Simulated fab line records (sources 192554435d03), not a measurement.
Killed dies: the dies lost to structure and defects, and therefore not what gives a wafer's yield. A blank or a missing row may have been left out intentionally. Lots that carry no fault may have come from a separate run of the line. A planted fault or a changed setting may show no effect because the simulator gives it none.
fab line records || flow n5_finfet
record: {"lots": 4, "wafers": 12, "last_day": 16}
route steps=1938 shown BEOL_M3@1003 BEOL_M4@1021 PASSIVATION@1936
lots with no fault: from the same line, run without faults
start_h: hours from the record's opening day to when the first of the lot's shown wafers began || wait_h: hours since the lot's step before || " identical to the entry in the row above || L1.1+2: a row that stands for several wafers || - no value, or no start given || * or withheld: withheld || < > ~ a bound
route shown NAME@n: names a module that has steps shown in the file, with the first one's number in the route || usual: mean/standard deviation taken from wafers without a fault || same: alike in all rows || chamber/n: place in a boat || sites: readings site by site || _std_site: standard deviation across them || _edge_site: the outer-site mean with the inner-site mean subtracted || radius_mm: how far each site lies from the wafer's centre || mask NAME#n: copy n || behind: tool/chamber where the wafer was last shaped || hold: why the lot was held/for how many hours/how that ended || device: the transistor (n, p or np) that didn't switch || end of line: tests run on the same wafers once the route is complete || a step with no rows: only its recipe || killed: dies lost to structure and defects at the first sort, not the wafer's yield || map: dies across one wafer; x = killed, . = not, _ = none there
set.NAME: the setting as run; set.NAME@STEP: as run at that earlier step || model.NAME: the simulator's own value behind a step, which no gauge read
lots seen at some steps along the route; tables by step, rows by wafer
services: when a tool's chamber went out of use (start_h, in hours from the record's first day, below 0 if earlier), for how many hours, and the reason
== steps ==
step: N5_BEOL_M3_ANNEAL_89
recipe: {"temp_c": 400, "time_s": 240, "ambient": "vacuum"}
step: N5_BEOL_M3_SPUTTER_90
recipe: {"material": "Cu", "target_thk_a": 45, "temp_c": -20, "chamber_pressure_pa": 0.07, "power_w": "withheld", "time_s": 8.29}
step: N5_BEOL_M3_ANNEAL_91
recipe: {"temp_c": 400, "time_s": 240, "ambient": "vacuum"}
step: N5_BEOL_M3_SPUTTER_92
recipe: {"material": "Cu", "target_thk_a": 45, "temp_c": -20, "chamber_pressure_pa": 0.07, "power_w": "withheld", "time_s": 8.29}
step: N5_BEOL_M3_ANNEAL_93
recipe: {"temp_c": 400, "time_s": 240, "ambient": "vacuum"}
step: N5_BEOL_M3_SPUTTER_94
recipe: {"material": "Cu", "target_thk_a": 45, "temp_c": -20, "chamber_pressure_pa": 0.07, "power_w": "withheld", "time_s": 8.29}
step: N5_BEOL_M3_ANNEAL_95
recipe: {"temp_c": 400, "time_s": 240, "ambient": "vacuum"}
step: N5_BEOL_M3_SPUTTER_96
recipe: {"material": "Cu", "target_thk_a": 45, "temp_c": -20, "chamber_pressure_pa": 0.07, "power_w": "withheld", "time_s": 8.29}
step: N5_BEOL_M3_ECD_50
recipe: {"material": "Cu", "target_thk_a": 3000}
step: N5_BEOL_M3_ANNEAL_51
recipe: {"temp_c": 225, "time_s": 90, "ambient": "N2"}
step: N5_BEOL_M3_CMP_52
recipe: {"stop_on": "SiOC", "t_overpolish_s": 6.8, "down_force_psi": 1, "platen_rpm": 50, "clearing_platen_down_force_psi": 1.5, "clearing_platen_rpm": 50, "post_cmp_clean": "cu_alkaline", "target_thk_nm": 40, "clearing_platen_pad_velocity_m_s": 0.99484, "pad_velocity_m_s": 0.99484}
step: N5_BEOL_M3_PRE_CLEAN_60
recipe: {"gas": "NH3/H2", "time_s": 15, "temp_c": "*", "rf_power_w": 300}
usual: {"heater_power_outer_w": "28/14", "heater_power_w": "88/22"}
{"lot.wafer": "L139.2", "tool": "cvd_co-02", "chamber": 0, "start_h": 182.04, "wait_h": 0.0, "heater_power_outer_w": 30, "heater_power_w": 103}
{"lot.wafer": "L139.4", "tool": "cvd_co-02", "chamber": 2, "start_h": 182.04, "wait_h": 0.0, "heater_power_outer_w": 24, "heater_power_w": 88}
{"lot.wafer": "L139.6", "tool": "cvd_co-02", "chamber": 1, "start_h": 182.04, "wait_h": 0.0, "heater_power_outer_w": 42, "heater_power_w": 95}
{"lot.wafer": "L147.1", "tool": "cvd_co-02", "chamber": 0, "start_h": 228.25, "wait_h": 0.2, "heater_power_outer_w": 31, "heater_power_w": 104}
{"lot.wafer": "L147.4", "tool": "cvd_co-02", "chamber": 1, "start_h": 228.25, "wait_h": 0.2, "heater_power_outer_w": 43, "heater_power_w": 95}
{"lot.wafer": "L147.6", "tool": "cvd_co-02", "chamber": 2, "start_h": 228.25, "wait_h": 0.2, "heater_power_outer_w": 24, "heater_power_w": 86}
{"lot.wafer": "L150.1", "tool": "cvd_co-02", "chamber": 1, "start_h": 243.31, "wait_h": 0.0, "heater_power_outer_w": 44, "heater_power_w": 99}
{"lot.wafer": "L150.2", "tool": "cvd_co-02", "chamber": 2, "start_h": 243.31, "wait_h": 0.0, "heater_power_outer_w": 25, "heater_power_w": 90}
{"lot.wafer": "L150.3", "tool": "cvd_co-02", "chamber": 0, "start_h": 243.31, "wait_h": 0.0, "heater_power_outer_w": 32, "heater_power_w": 105}
{"lot.wafer": "L153.4", "tool": "cvd_co-01", "chamber": 2, "start_h": 278.44, "wait_h": 0.1, "heater_power_outer_w": 17, "heater_power_w": 71}
{"lot.wafer": "L153.5", "tool": "cvd_co-01", "chamber": 0, "start_h": 278.44, "wait_h": 0.1, "heater_power_outer_w": 5, "heater_power_w": 52}
{"lot.wafer": "L153.6", "tool": "cvd_co-01", "chamber": 1, "start_h": 278.44, "wait_h": 0.1, "heater_power_outer_w": 42, "heater_power_w": 117}
step: N5_BEOL_M3_CO_CAP_55
recipe: {"material": "Co", "target_thk_a": 20, "temp_c": 200, "precursor": "CCTBA/H2", "pressure_torr": 30, "time_s": 102.1}
step: N5_BEOL_M3_PRE_CLEAN_56
recipe: {"gas": "NH3", "time_s": 15, "temp_c": "withheld", "rf_power_w": 300}
step: N5_BEOL_M3_DEP_57
recipe: {"material": "SiCN", "target_thk_a": 80, "temp_c": "withheld", "precursor": "3MS/NH3", "pressure_torr": 3, "rf_w": 202, "time_s": 14}
step: N5_BEOL_M3_INSPECT_59
recipe: {"inspect_instrument": "darkfield", "mode": "post_dep"}
usual: {"raw_defect_count": "69/21"}
{"lot.wafer": "L139.2", "tool": "defect_inspect-02", "chamber": "-", "start_h": 182.29, "wait_h": 0.0, "raw_defect_count": 64}
{"lot.wafer": "L139.4", "tool": "defect_inspect-02", "chamber": "-", "start_h": 182.29, "wait_h": 0.0, "raw_defect_count": 131}
{"lot.wafer": "L139.6", "tool": "defect_inspect-02", "chamber": "-", "start_h": 182.29, "wait_h": 0.0, "raw_defect_count": 49}
{"lot.wafer": "L147.1", "tool": "defect_inspect-02", "chamber": "-", "start_h": 228.49, "wait_h": 0.0, "raw_defect_count": 68}
{"lot.wafer": "L147.4", "tool": "defect_inspect-02", "chamber": "-", "start_h": 228.49, "wait_h": 0.0, "raw_defect_count": 876}
{"lot.wafer": "L147.6", "tool": "defect_inspect-02", "chamber": "-", "start_h": 228.49, "wait_h": 0.0, "raw_defect_count": 82}
{"lot.wafer": "L150.1", "tool": "defect_inspect-02", "chamber": "-", "start_h": 243.60, "wait_h": 0.0, "raw_defect_count": 870}
{"lot.wafer": "L150.2", "tool": "defect_inspect-02", "chamber": "-", "start_h": 243.60, "wait_h": 0.0, "raw_defect_count": 101}
{"lot.wafer": "L150.3", "tool": "defect_inspect-02", "chamber": "-", "start_h": 243.60, "wait_h": 0.0, "raw_defect_count": 81}
{"lot.wafer": "L153.4", "tool": "defect_inspect-02", "chamber": "-", "start_h": 278.68, "wait_h": 0.0, "raw_defect_count": 54}
{"lot.wafer": "L153.5", "tool": "defect_inspect-02", "chamber": "-", "start_h": 278.68, "wait_h": 0.0, "raw_defect_count": 71}
{"lot.wafer": "L153.6", "tool": "defect_inspect-02", "chamber": "-", "start_h": 278.68, "wait_h": 0.0, "raw_defect_count": 56}
step: N5_BEOL_M4_ILD_DEP_00
recipe: {"material": "SiOC", "target_thk_a": 790, "temp_c": 350, "precursor": "DEMS/O2", "pressure_torr": 5, "rf_w": 500, "time_s": 15.3}
step: N5_BEOL_M4_PECVD_72
recipe: {"material": "SiO2", "target_thk_a": 160, "temp_c": 400, "precursor": "TEOS/O2", "pressure_torr": 5.5, "rf_w": 450, "teos_flow_sccm": 53.8, "gas": "O2", "flow_sccm": 3000, "time_s": 18}
step: N5_BEOL_M4_HM_DEP_02
recipe: {"material": "TiN", "target_thk_a": 200, "temp_c": 25, "chamber_pressure_pa": 0.49996}
step: N5_BEOL_M4_COAT_61
recipe: {"resist": "SOC", "temp_c": 250, "time_s": 60, "spin_rpm": 1500, "resist_thk_nm": 60}
step: N5_BEOL_M4_COAT_62
recipe: {"resist": "SiARC", "temp_c": 220, "time_s": 60, "spin_rpm": 1500, "resist_thk_nm": 12}
step: N5_BEOL_M4_COAT_73
recipe: {"resist": "underlayer", "temp_c": 205, "time_s": 60, "spin_rpm": 1500, "resist_thk_nm": 5}
step: N5_BEOL_M4_COAT_05
recipe: {"resist": "CAR-EUV", "spin_rpm": 1500, "resist_thk_nm": 30}
step: N5_BEOL_M4_EBR_07
recipe: {"solvent": "PGMEA", "ebr_width_mm": 1.5}
step: N5_BEOL_M4_SOFTBAKE_06
recipe: {"temp_c": 110, "time_s": 60, "resist": "CAR-EUV"}
step: N5_BEOL_M4_EXPOSE_08
recipe: {"mask_id": "M4", "na": 0.33, "source_shape": "dipole", "sigma_inner": 0.369, "sigma_outer": 0.767, "polarization": "unpolarized", "dose_mj": 41.25}
step: N5_BEOL_M4_PEB_09
recipe: {"peb_temp_c": 100, "peb_time_s": 60, "resist": "CAR-EUV"}
step: N5_BEOL_M4_DEVELOP_10
recipe: {"develop_time_s": 30, "developer": "TMAH", "resist": "CAR-EUV", "rinse_liquid": "surfactant_rinse", "dry": "air_spin", "dev_temp_c": 23}
step: N5_BEOL_M4_INSPECT_13
recipe: {"mode": "adi", "inspect_instrument": "brightfield"}
usual: {"raw_defect_count": "381/89"}
{"lot.wafer": "L139.2", "tool": "defect_inspect-02", "chamber": "-", "start_h": 183.61, "wait_h": 0.0, "raw_defect_count": 288}
{"lot.wafer": "L139.4", "tool": "defect_inspect-02", "chamber": "-", "start_h": 183.61, "wait_h": 0.0, "raw_defect_count": 459}
{"lot.wafer": "L139.6", "tool": "defect_inspect-02", "chamber": "-", "start_h": 183.61, "wait_h": 0.0, "raw_defect_count": 403}
{"lot.wafer": "L147.1", "tool": "defect_inspect-02", "chamber": "-", "start_h": 230.93, "wait_h": 0.1, "raw_defect_count": 287}
{"lot.wafer": "L147.4", "tool": "defect_inspect-02", "chamber": "-", "start_h": 230.93, "wait_h": 0.1, "raw_defect_count": 1236}
{"lot.wafer": "L147.6", "tool": "defect_inspect-02", "chamber": "-", "start_h": 230.93, "wait_h": 0.1, "raw_defect_count": 311}
{"lot.wafer": "L150.1", "tool": "defect_inspect-02", "chamber": "-", "start_h": 244.30, "wait_h": 0.1, "raw_defect_count": 1219}
{"lot.wafer": "L150.2", "tool": "defect_inspect-02", "chamber": "-", "start_h": 244.30, "wait_h": 0.1, "raw_defect_count": 364}
{"lot.wafer": "L150.3", "tool": "defect_inspect-02", "chamber": "-", "start_h": 244.30, "wait_h": 0.1, "raw_defect_count": 246}
{"lot.wafer": "L153.4", "tool": "defect_inspect-02", "chamber": "-", "start_h": 279.50, "wait_h": 0.0, "raw_defect_count": 264}
{"lot.wafer": "L153.5", "tool": "defect_inspect-02", "chamber": "-", "start_h": 279.50, "wait_h": 0.0, "raw_defect_count": 325}
{"lot.wafer": "L153.6", "tool": "defect_inspect-02", "chamber": "-", "start_h": 279.50, "wait_h": 0.0, "raw_defect_count": 299}
step: N5_BEOL_M4_DESCUM_16
recipe: {"chemistry": "O2", "time_s": 7, "source_power_w": 50, "bias_power_w": 20, "pressure_mtorr": 20, "rf_frequency_hz": 2.712e+07, "temp_c": 40, "resist": "CAR-EUV", "o2_flow_sccm": 225}
step: N5_BEOL_M4_RC_MEAS_101
usual: {"DIBL_N": "37.2/1.8", "DIBL_P": "37.5/2.5", "IOFF_N": "0.17/0.038", "IOFF_P": "0.24/0.046", "ION_N": "681/13", "ION_P": "469/8.5", "SS_N": "71.7/0.6", "SS_P": "73.6/0.69", "VT_N": "249/3.4", "VT_P": "-248/3.6"}
{"lot.wafer": "L139.2", "tool": "prober-02", "chamber": 0, "start_h": 189.67, "wait_h": 0.2, "DIBL_N[mV/V]": 38.6, "DIBL_P[mV/V]": 38.9, "IOFF_N[nA/um]": 0.19, "IOFF_P[nA/um]": 0.28, "ION_N[uA/um]": 686, "ION_P[uA/um]": 481, "SS_N[mV/dec]": 71.9, "SS_P[mV/dec]": 74.2, "VT_N[mV]": 245, "VT_P[mV]": -246}
{"lot.wafer": "L139.4", "tool": "prober-02", "chamber": 0, "start_h": 189.67, "wait_h": 0.2, "DIBL_N[mV/V]": 38.7, "DIBL_P[mV/V]": 39.4, "IOFF_N[nA/um]": 0.20, "IOFF_P[nA/um]": 0.31, "ION_N[uA/um]": 692, "ION_P[uA/um]": 489, "SS_N[mV/dec]": 72.3, "SS_P[mV/dec]": 75.0, "VT_N[mV]": 248, "VT_P[mV]": -241}
{"lot.wafer": "L139.6", "tool": "prober-02", "chamber": 0, "start_h": 189.67, "wait_h": 0.2, "DIBL_N[mV/V]": 36.0, "DIBL_P[mV/V]": 35.3, "IOFF_N[nA/um]": 0.14, "IOFF_P[nA/um]": 0.22, "ION_N[uA/um]": 688, "ION_P[uA/um]": 480, "SS_N[mV/dec]": 71.5, "SS_P[mV/dec]": 73.6, "VT_N[mV]": 249, "VT_P[mV]": -248}
{"lot.wafer": "L147.1", "tool": "prober-02", "chamber": 0, "start_h": 238.31, "wait_h": 0.3, "DIBL_N[mV/V]": 37.9, "DIBL_P[mV/V]": 38.5, "IOFF_N[nA/um]": 0.18, "IOFF_P[nA/um]": 0.25, "ION_N[uA/um]": 679, "ION_P[uA/um]": 468, "SS_N[mV/dec]": 71.8, "SS_P[mV/dec]": 73.4, "VT_N[mV]": 250, "VT_P[mV]": -249}
{"lot.wafer": "L147.4", "tool": "prober-02", "chamber": 0, "start_h": 238.31, "wait_h": 0.3, "DIBL_N[mV/V]": 37.3, "DIBL_P[mV/V]": 38.4, "IOFF_N[nA/um]": 0.17, "IOFF_P[nA/um]": 0.25, "ION_N[uA/um]": 670, "ION_P[uA/um]": 465, "SS_N[mV/dec]": 72.2, "SS_P[mV/dec]": 73.4, "VT_N[mV]": 253, "VT_P[mV]": -247}
{"lot.wafer": "L147.6", "tool": "prober-02", "chamber": 0, "start_h": 238.31, "wait_h": 0.3, "DIBL_N[mV/V]": 39.2, "DIBL_P[mV/V]": 40.0, "IOFF_N[nA/um]": 0.21, "IOFF_P[nA/um]": 0.27, "ION_N[uA/um]": 683, "ION_P[uA/um]": 470, "SS_N[mV/dec]": 72.8, "SS_P[mV/dec]": 74.6, "VT_N[mV]": 246, "VT_P[mV]": -247}
{"lot.wafer": "L150.1", "tool": "prober-02", "chamber": 0, "start_h": 261.97, "wait_h": 0.0, "DIBL_N[mV/V]": 38.4, "DIBL_P[mV/V]": 40.1, "IOFF_N[nA/um]": 0.19, "IOFF_P[nA/um]": 0.29, "ION_N[uA/um]": 692, "ION_P[uA/um]": 481, "SS_N[mV/dec]": 72.0, "SS_P[mV/dec]": 74.0, "VT_N[mV]": 250, "VT_P[mV]": -243}
{"lot.wafer": "L150.2", "tool": "prober-02", "chamber": 0, "start_h": 261.97, "wait_h": 0.0, "DIBL_N[mV/V]": 39.9, "DIBL_P[mV/V]": 40.7, "IOFF_N[nA/um]": 0.23, "IOFF_P[nA/um]": 0.32, "ION_N[uA/um]": 688, "ION_P[uA/um]": 471, "SS_N[mV/dec]": 72.7, "SS_P[mV/dec]": 74.0, "VT_N[mV]": 243, "VT_P[mV]": -244}
{"lot.wafer": "L150.3", "tool": "prober-02", "chamber": 0, "start_h": 261.97, "wait_h": 0.0, "DIBL_N[mV/V]": 39.4, "DIBL_P[mV/V]": 40.1, "IOFF_N[nA/um]": 0.22, "IOFF_P[nA/um]": 0.31, "ION_N[uA/um]": 692, "ION_P[uA/um]": 479, "SS_N[mV/dec]": 71.8, "SS_P[mV/dec]": 73.6, "VT_N[mV]": 245, "VT_P[mV]": -243}
{"lot.wafer": "L153.4", "tool": "prober-02", "chamber": 0, "start_h": 288.17, "wait_h": 0.5, "DIBL_N[mV/V]": 35.1, "DIBL_P[mV/V]": 35.0, "IOFF_N[nA/um]": 0.12, "IOFF_P[nA/um]": 0.15, "ION_N[uA/um]": 664, "ION_P[uA/um]": 447, "SS_N[mV/dec]": 70.9, "SS_P[mV/dec]": 72.2, "VT_N[mV]": 255, "VT_P[mV]": -259}
{"lot.wafer": "L153.5", "tool": "prober-02", "chamber": 0, "start_h": 288.17, "wait_h": 0.5, "DIBL_N[mV/V]": 34.1, "DIBL_P[mV/V]": 34.2, "IOFF_N[nA/um]": 0.11, "IOFF_P[nA/um]": 0.14, "ION_N[uA/um]": 657, "ION_P[uA/um]": 447, "SS_N[mV/dec]": 70.4, "SS_P[mV/dec]": 72.4, "VT_N[mV]": 254, "VT_P[mV]": -258}
{"lot.wafer": "L153.6", "tool": "prober-02", "chamber": 0, "start_h": 288.17, "wait_h": 0.5, "DIBL_N[mV/V]": 38.0, "DIBL_P[mV/V]": 39.2, "IOFF_N[nA/um]": 0.18, "IOFF_P[nA/um]": 0.22, "ION_N[uA/um]": 685, "ION_P[uA/um]": 463, "SS_N[mV/dec]": 71.5, "SS_P[mV/dec]": 73.5, "VT_N[mV]": 246, "VT_P[mV]": -252}
step: N5_PASSIVATION_PROBE_49
usual: {"defect_limited_yield": "91.2/1.4", "killed_at_M0_to_M3": "32/10", "killed_at_M4_up": "14/6.2", "killed_at_contacts": "12/6.3", "killed_at_front_end": "42/13", "killed_at_other": "4/3.4", "killed_dies": "104/17", "killed_on_rim": "14/3.8", "killed_open": "67/12", "killed_short": "34/8.1", "sort_bin_5_function": "5.2/0.93", "sort_bin_6_memory": "3.2/0.65", "sort_bin_8_speed": "0.00/0.017", "sort_n_pass": "1075/16", "sort_yield_pct": "91.1/1.4"}
same: {"gross_dies": 1180, "killed_at_back_side": 0, "sort_bin_4_leakage[%]": 0}
{"lot.wafer": "L139.2", "tool": "prober-02", "chamber": "-", "start_h": 292.82, "wait_h": 0.1, "defect_limited_yield[%]": 91.1, "killed_at_M0_to_M3": 28, "killed_at_M4_up": 25, "killed_at_contacts": 23, "killed_at_front_end": 25, "killed_at_other": 4, "killed_dies": 105, "killed_on_rim": 17, "killed_open": 70, "killed_short": 34, "sort_bin_5_function[%]": 5.8, "sort_bin_6_memory[%]": 3.0, "sort_bin_8_speed[%]": 0, "sort_n_pass": 1075, "sort_yield_pct[%]": 91.1}
{"lot.wafer": "L139.4", "tool": "prober-02", "chamber": "-", "start_h": 292.92, "wait_h": 0.2, "defect_limited_yield[%]": 88.7, "killed_at_M0_to_M3": 61, "killed_at_M4_up": 12, "killed_at_contacts": 13, "killed_at_front_end": 42, "killed_at_other": 5, "killed_dies": 133, "killed_on_rim": 14, "killed_open": 83, "killed_short": 48, "sort_bin_5_function[%]": 7.3, "sort_bin_6_memory[%]": 3.6, "sort_bin_8_speed[%]": 0, "sort_n_pass": 1047, "sort_yield_pct[%]": 88.7}
{"lot.wafer": "L139.6", "tool": "prober-02", "chamber": "-", "start_h": 293.02, "wait_h": 0.3, "defect_limited_yield[%]": 89.6, "killed_at_M0_to_M3": 52, "killed_at_M4_up": 17, "killed_at_contacts": 22, "killed_at_front_end": 29, "killed_at_other": 3, "killed_dies": 123, "killed_on_rim": 14, "killed_open": 83, "killed_short": 38, "sort_bin_5_function[%]": 6.0, "sort_bin_6_memory[%]": 4.1, "sort_bin_8_speed[%]": 0, "sort_n_pass": 1057, "sort_yield_pct[%]": 89.6}
{"lot.wafer": "L147.1", "tool": "prober-01", "chamber": "-", "start_h": 349.45, "wait_h": 0.0, "defect_limited_yield[%]": 90.4, "killed_at_M0_to_M3": 50, "killed_at_M4_up": 7, "killed_at_contacts": 6, "killed_at_front_end": 40, "killed_at_other": 10, "killed_dies": 113, "killed_on_rim": 21, "killed_open": 73, "killed_short": 34, "sort_bin_5_function[%]": 5.4, "sort_bin_6_memory[%]": 3.4, "sort_bin_8_speed[%]": 0.08, "sort_n_pass": 1067, "sort_yield_pct[%]": 90.4}
{"lot.wafer": "L147.4", "tool": "prober-01", "chamber": "-", "start_h": 349.60, "wait_h": 0.2, "defect_limited_yield[%]": 85.3, "killed_at_M0_to_M3": 82, "killed_at_M4_up": 13, "killed_at_contacts": 18, "killed_at_front_end": 57, "killed_at_other": 4, "killed_dies": 174, "killed_on_rim": 31, "killed_open": 74, "killed_short": 36, "sort_bin_5_function[%]": 8.8, "sort_bin_6_memory[%]": 3.1, "sort_bin_8_speed[%]": 0, "sort_n_pass": 1006, "sort_yield_pct[%]": 85.3}
{"lot.wafer": "L147.6", "tool": "prober-01", "chamber": "-", "start_h": 349.70, "wait_h": 0.3, "defect_limited_yield[%]": 90.2, "killed_at_M0_to_M3": 25, "killed_at_M4_up": 10, "killed_at_contacts": 11, "killed_at_front_end": 67, "killed_at_other": 3, "killed_dies": 116, "killed_on_rim": 13, "killed_open": 81, "killed_short": 31, "sort_bin_5_function[%]": 5.7, "sort_bin_6_memory[%]": 3.6, "sort_bin_8_speed[%]": 0, "sort_n_pass": 1064, "sort_yield_pct[%]": 90.2}
{"lot.wafer": "L150.1", "tool": "prober-02", "chamber": "-", "start_h": 360.50, "wait_h": 0.0, "defect_limited_yield[%]": 86.7, "killed_at_M0_to_M3": 89, "killed_at_M4_up": 18, "killed_at_contacts": 8, "killed_at_front_end": 36, "killed_at_other": 6, "killed_dies": 157, "killed_on_rim": 27, "killed_open": 54, "killed_short": 34, "sort_bin_5_function[%]": 7.9, "sort_bin_6_memory[%]": 3.6, "sort_bin_8_speed[%]": 0, "sort_n_pass": 1023, "sort_yield_pct[%]": 86.7}
{"lot.wafer": "L153.4", "tool": "prober-01", "chamber": "-", "start_h": 393.83, "wait_h": 0.2, "defect_limited_yield[%]": 90.3, "killed_at_M0_to_M3": 48, "killed_at_M4_up": 10, "killed_at_contacts": 13, "killed_at_front_end": 41, "killed_at_other": 2, "killed_dies": 114, "killed_on_rim": 16, "killed_open": 72, "killed_short": 40, "sort_bin_5_function[%]": 5.8, "sort_bin_6_memory[%]": 3.5, "sort_bin_8_speed[%]": 0, "sort_n_pass": 1066, "sort_yield_pct[%]": 90.3}
{"lot.wafer": "L153.5", "tool": "prober-01", "chamber": "-", "start_h": 393.88, "wait_h": 0.2, "defect_limited_yield[%]": 90.4, "killed_at_M0_to_M3": 39, "killed_at_M4_up": 15, "killed_at_contacts": 17, "killed_at_front_end": 38, "killed_at_other": 4, "killed_dies": 113, "killed_on_rim": 9, "killed_open": 85, "killed_short": 28, "sort_bin_5_function[%]": 5.5, "sort_bin_6_memory[%]": 3.8, "sort_bin_8_speed[%]": 0, "sort_n_pass": 1067, "sort_yield_pct[%]": 90.4}
{"lot.wafer": "L153.6", "tool": "prober-01", "chamber": "-", "start_h": 393.93, "wait_h": 0.3, "defect_limited_yield[%]": 90.6, "killed_at_M0_to_M3": 40, "killed_at_M4_up": 3, "killed_at_contacts": 12, "killed_at_front_end": 54, "killed_at_other": 2, "killed_dies": 111, "killed_on_rim": 13, "killed_open": 68, "killed_short": 40, "sort_bin_5_function[%]": 5.9, "sort_bin_6_memory[%]": 2.8, "sort_bin_8_speed[%]": 0, "sort_n_pass": 1069, "sort_yield_pct[%]": 90.6}
killed by level:class
L139.2 MOL_CONTACT_COAG:geometric_particle:open=19 BEOL_M0_SAQP:geometric_particle:short=11 BEOL_M4:geometric_particle:open=11 BEOL_M0_SAQP:geometric_particle:open=8 FIN_SAQP:geometric_particle:short=6 FIN_SAQP:geometric_particle:open=4 STI_FIN_REVEAL:geometric_particle:open=4 MOL_CONTACT_COAG:geometric_particle:short=4
L139.4 BEOL_M0_SAQP:geometric_particle:short=17 BEOL_M0_SAQP:geometric_particle:open=14 MOL_CONTACT_COAG:geometric_particle:open=11 FIN_SAQP:geometric_particle:short=9 BEOL_M2:geometric_particle:open=9 BEOL_M1:geometric_particle:open=8 FIN_SAQP:geometric_particle:open=7 DUMMY_GATE:geometric_particle:open=5
L139.6 BEOL_M0_SAQP:geometric_particle:open=20 MOL_CONTACT_COAG:geometric_particle:open=20 BEOL_M0_SAQP:geometric_particle:short=18 FIN_SAQP:geometric_particle:short=9 BEOL_M1:geometric_particle:open=6 BEOL_M4:geometric_particle:open=6 FIN_SAQP:geometric_particle:open=5 DUMMY_GATE:geometric_particle:open=5
L147.1 STI_FIN_REVEAL:geometric_particle:open=16 BEOL_M0_SAQP:geometric_particle:open=15 BEOL_M0_SAQP:geometric_particle:short=9 BEOL_M2:geometric_particle:open=7 BEOL_M3:geometric_particle:open=7 MOL_CONTACT_COAG:geometric_particle:open=6 FIN_SAQP:geometric_particle:short=5 STI_FIN_REVEAL:geometric_particle:short=5
L147.4 BEOL_M3:unspecified=61 STI_FIN_REVEAL:geometric_particle:open=14 MOL_CONTACT_COAG:geometric_particle:open=12 FIN_SAQP:geometric_particle:open=8 GATE_CUT:geometric_particle:short=7 DUMMY_GATE:geometric_particle:open=6 MOL_CONTACT_COAG:geometric_particle:short=6 DUMMY_GATE:geometric_particle:short=5
L147.6 STI_FIN_REVEAL:geometric_particle:open=22 FIN_SAQP:geometric_particle:open=14 MOL_CONTACT_COAG:geometric_particle:open=9 BEOL_M0_SAQP:geometric_particle:short=8 FIN_SAQP:geometric_particle:short=7 GATE_CUT:geometric_particle:short=5 BEOL_M0_SAQP:geometric_particle:open=5 BEOL_M3:geometric_particle:open=5
L150.1 BEOL_M3:unspecified=65 BEOL_M1:geometric_particle:open=9 MOL_CONTACT_COAG:geometric_particle:open=7 GATE_CUT:geometric_particle:short=6 BEOL_M5:geometric_particle:open=6 FIN_SAQP:geometric_particle:open=5 FIN_SAQP:geometric_particle:short=5 DUMMY_GATE:geometric_particle:open=5
L153.4 BEOL_M1:geometric_particle:open=13 MOL_CONTACT_COAG:geometric_particle:open=12 BEOL_M0_SAQP:geometric_particle:open=9 FIN_SAQP:geometric_particle:open=8 BEOL_M0_SAQP:geometric_particle:short=7 FIN_SAQP:geometric_particle:short=6 GATE_CUT:geometric_particle:short=6 BEOL_M1:geometric_particle:short=6
L153.5 MOL_CONTACT_COAG:geometric_particle:open=17 BEOL_M1:geometric_particle:open=13 STI_FIN_REVEAL:geometric_particle:open=11 BEOL_M3:geometric_particle:open=9 STARTING-WAFER:geometric_particle:open=7 FIN_SAQP:geometric_particle:short=6 BEOL_M0_SAQP:geometric_particle:short=5 BEOL_M4:geometric_particle:open=5
L153.6 FIN_SAQP:geometric_particle:short=16 FIN_SAQP:geometric_particle:open=15 STI_FIN_REVEAL:geometric_particle:open=13 BEOL_M1:geometric_particle:open=12 MOL_CONTACT_COAG:geometric_particle:open=9 BEOL_M0_SAQP:geometric_particle:short=7 BEOL_M1:geometric_particle:short=6 BEOL_M3:geometric_particle:open=5
map L147.4 (x killed, . not)
_________________xxxxxx......________________
______________xxxxxxxxx..xx....._____________
___________xxxxxxxxxxx..x....x.....__________
__________xxxxxxxxxxx.xx.x.........._________
________.xxxxxxxxxxx.xx.x......x..x..._______
_______...x..xxx.xx.x.................x______
______.....xx.xxx.x.......x......xx....._____
_____........xx..x.......x..........x....____
____...............x......................___
___.........x..x............x.............x__
___.x............x........x......x.........__
__x...........x...........................x._
__..............x.......x.x..............x.x_
_..............x............................x
_......x......x..........xx......x.xxx.......
_....xx......................................
_.............x.x......x.....................
_......x........x.............x.....x........
_x................x..x..............x..xx....
_.................................x......x...
_..x........x.x...x..x.......................
__............x.xx.x.........x.....x....x..._
__....x........x................x..........._
___.x..x............x........x..........x..__
___x................................x.....x__
____........x..........x........x.........___
_____....x............................x..____
______.........x.......x........x....x.._____
_______.................x.........xxx..______
________..............x..x......x....._______
__________.......x.....x.........x.._________
___________......x.................__________
______________............x....x_____________
_________________.x.....x.x..________________
map L150.1 (x killed, . not)
_________________xxxxxx....x.________________
______________xxxxxxxxxx....x..._____________
___________xxxxxxxxxxx...x..x......__________
__________xxxxxxxxxxxxxx............_________
________xxxxxxxxxxxxx................._______
_______...x.xxxxxxxx.x..............x..______
______....x.......x....................._____
_____x.......x......x..........x.........____
____...................................x.x___
___.................x..........x......x....__
___.......x....x..x........x...............__
__.....x..................x............x...._
__................................x........._
_......x......................x..........x...
_...x...x......x.........x...x.....x......x..
_...x...................xx...................
_...x.xx...................x..x..............
_........x..........x.........x..............
_.x..................x.................x....x
_.......x....................................
_...x..x...x......x...........x.............x
__.........x..............x....x....x......._
__....x...x.................x...x...x..x...._
___..............x.....x......x.......x....__
___..........x.........x...xx............x.__
____...x.x................................___
_____..........x..x....x.................____
______.........x....x.........x........._____
_______..................x........xxx..______
________..x.................x........._______
__________.......x.......x.........._________
___________.............x.....x....__________
______________.................._____________
_________________............________________
== services ==
{"tool": "cvd_co-01", "chamber": "-", "start_h": 205.12, "hours": 28.1, "kind": "pm"}
{"tool": "cvd_co-02", "chamber": "-", "start_h": 229.44, "hours": 0.8, "kind": "repair"}
== key ==
first_sign: {"step": "N5_BEOL_M3_INSPECT_59", "reading": "raw_defect_count", "direction": "up", "sigmas": 37, "usual": 69, "struck": 873}
effect: {"step": "N5_BEOL_M4_INSPECT_13", "reading": "raw_defect_count", "direction": "up", "sigmas": 9.5, "usual": 381, "struck": 1228}
effect: {"step": "N5_PASSIVATION_PROBE_49", "reading": "killed_at_M0_to_M3", "direction": "up", "sigmas": 5.2, "usual": 32, "struck": 86}
more_kills_born_at: {"N5_BEOL_M3_PRE_CLEAN_60@cvd_co-02": 126}
met_at N5_BEOL_M3_PRE_CLEAN_60
struck_wafers L147.4,L150.1
onset_between 182.04 228.25
fault: {"kind": "chamber_particle_source", "tool": "cvd_co-02", "chamber": 1, "onset_h": 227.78, "steps": "N5_BEOL_M3_PRE_CLEAN_60", "rate_per_visit_cm2": 1.2417, "end_h": 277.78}
